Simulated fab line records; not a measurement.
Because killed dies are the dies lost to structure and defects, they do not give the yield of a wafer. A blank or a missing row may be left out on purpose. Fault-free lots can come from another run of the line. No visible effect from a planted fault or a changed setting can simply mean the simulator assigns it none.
Chamber matching | flow n5-finfet | N5_BEOL_M7_ILD_DEP_00 on pecvd-02: 3 sister chambers
The step deposits SiCOH lowk from DEMS/porogen, target thk 179.75 nm, time 33.4 s. 6 wafers are shown with their chamber, then 11 later ones without.

## WAFERS WITH THEIR CHAMBER
wafer  | chamber | rf-fwd-power-W (W) | showerhead-plenum-p-Torr (Torr)
L084.4 | 1       | 495.3              | 5.724
L089.6 | 1       | 497.2              | 5.733
L092.1 | 2       | 494.5              | 5.720
L092.3 | 0       | 495.1              | 5.726
L092.6 | 0       | 493.9              | 5.734
L094.1 | 2       | 493.5              | 5.711

## WAFERS WITH NO CHAMBER GIVEN
wafer  | rf-fwd-power-W (W) | showerhead-plenum-p-Torr (Torr)
L094.2 | 496.6              | 5.741
L094.6 | 493.1              | 5.707
L093.2 | 499.2              | 5.750
L093.4 | 497.0              | 5.740
L093.6 | 492.9              | 5.733
L091.1 | 492.0              | 5.713
L091.4 | 492.7              | 5.730
L091.5 | 494.9              | 5.736
L097.1 | 497.0              | 5.740
L097.3 | 494.6              | 5.744
L097.5 | 498.0              | 5.730

## WHICH CHAMBER EACH ONE RAN IN
wafer  | from the rows above          | in truth
L094.2 | can't be placed: 1 or 0      | 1
L094.6 | 2                            | 2
L093.2 | can't be placed: 1 or 0      | 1
L093.4 | can't be placed: 1 or 0      | 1
L093.6 | can't be placed: 0 or 2 or 1 | 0
L091.1 | can't be placed: 2 or 0      | 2
L091.4 | can't be placed: 0 or 2 or 1 | 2
L091.5 | can't be placed: 0 or 1      | 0
L097.1 | can't be placed: 1 or 0      | 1
L097.3 | can't be placed: 0 or 1      | 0
L097.5 | can't be placed: 1 or 0      | 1
Correct placement for 1 of the 11. These rows do not allow placing 10 (true chamber among the candidates in 10). Number placed wrongly: 0.
How it was worked out, from the rows above alone: a wafer's distance from a chamber is the root of the sum, over the readings, of the square of ((its reading less the chamber's mean) divided by the reading's scatter). The wafer belongs to the nearest chamber; if the next one is less than 2 further off, it can't be placed. The mean given for a chamber averages the wafers shown for that chamber. How the scatter is found: for the shown wafers, subtract from each reading the mean of its chamber, square and add these, divide the total by (wafers less chambers), then take the root.
